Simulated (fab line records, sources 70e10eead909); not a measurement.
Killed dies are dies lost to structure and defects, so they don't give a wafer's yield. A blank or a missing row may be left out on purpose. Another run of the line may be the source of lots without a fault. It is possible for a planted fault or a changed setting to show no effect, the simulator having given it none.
Which tool was responsible? :: flow nand harc :: 7 lots, 21 wafers sampled, at 2 steps of a route of 1159

WHAT EACH GAUGE READ, for each wafer
NHARC_THIN_TSV_THK_MEAS_02: measures by ir.
lot: L170
measured: day 18 10:37
on: film metro-01
thk nm (nm): 3166 2992 2808

lot: L174
measured: day 19 13:04
on: film metro-02
thk nm (nm): 3119 2939 2772

lot: L175
measured: day 19 18:17
on: film metro-02
thk nm (nm): 2704 2687 2570

lot: L180
measured: day 21 05:35
on: film metro-02
thk nm (nm): 3019 2862 2869

lot: L183
measured: day 22 03:34
on: film metro-01
thk nm (nm): 2895 2714 2918

lot: L187
measured: day 23 07:37
on: film metro-02
thk nm (nm): 3043 2578 2946

lot: L192
measured: day 24 05:28
on: film metro-01
thk nm (nm): 3327 2932 3339

TOOL THAT RAN EACH LOT (tool first, then ch and the chambers of the sampled wafers, then the start)
lot: L170
NHARC_A_CONTACT_ETCH_118: har cap etch-02 ch 1, day 16 07:57

lot: L174
NHARC_A_CONTACT_ETCH_118: har cap etch-01 ch 0,1, day 17 07:02

lot: L175
NHARC_A_CONTACT_ETCH_118: har cap etch-01 ch 0,1, day 17 11:59

lot: L180
NHARC_A_CONTACT_ETCH_118: har cap etch-01 ch 0,1, day 19 05:55

lot: L183
NHARC_A_CONTACT_ETCH_118: har cap etch-01 ch 0,1, day 19 23:11

lot: L187
NHARC_A_CONTACT_ETCH_118: har cap etch-03 ch 0,1, day 21 04:01

lot: L192
NHARC_A_CONTACT_ETCH_118: har cap etch-03 ch 0,1, day 22 03:39
- NHARC_A_CONTACT_ETCH_118: etches the open film in C4F8/O2/Ar, time 94 s, target depth 922 nm.

THE ANSWER, worked out from the rows above alone
Rule: the usual values come from the lots themselves. Put in order of their means at a reading, lots are off if they are a third of the lots or fewer, leave a main group of 4 or more, and stand apart from it by a gap of 3 or more times the standard deviation of the main group's means; of several such gaps the widest counts. A main group is skipped when, at the precision printed for the reading in the tables above, its means are all equal. Also off: a lot with no number at a reading for which 4 or more lots have one. Where the step has rows for the other lots, those lots are counted as sound.
Across all readings shown, no lot is off: no conclusion can be drawn from this.

WHAT THE SIMULATOR PUT IN
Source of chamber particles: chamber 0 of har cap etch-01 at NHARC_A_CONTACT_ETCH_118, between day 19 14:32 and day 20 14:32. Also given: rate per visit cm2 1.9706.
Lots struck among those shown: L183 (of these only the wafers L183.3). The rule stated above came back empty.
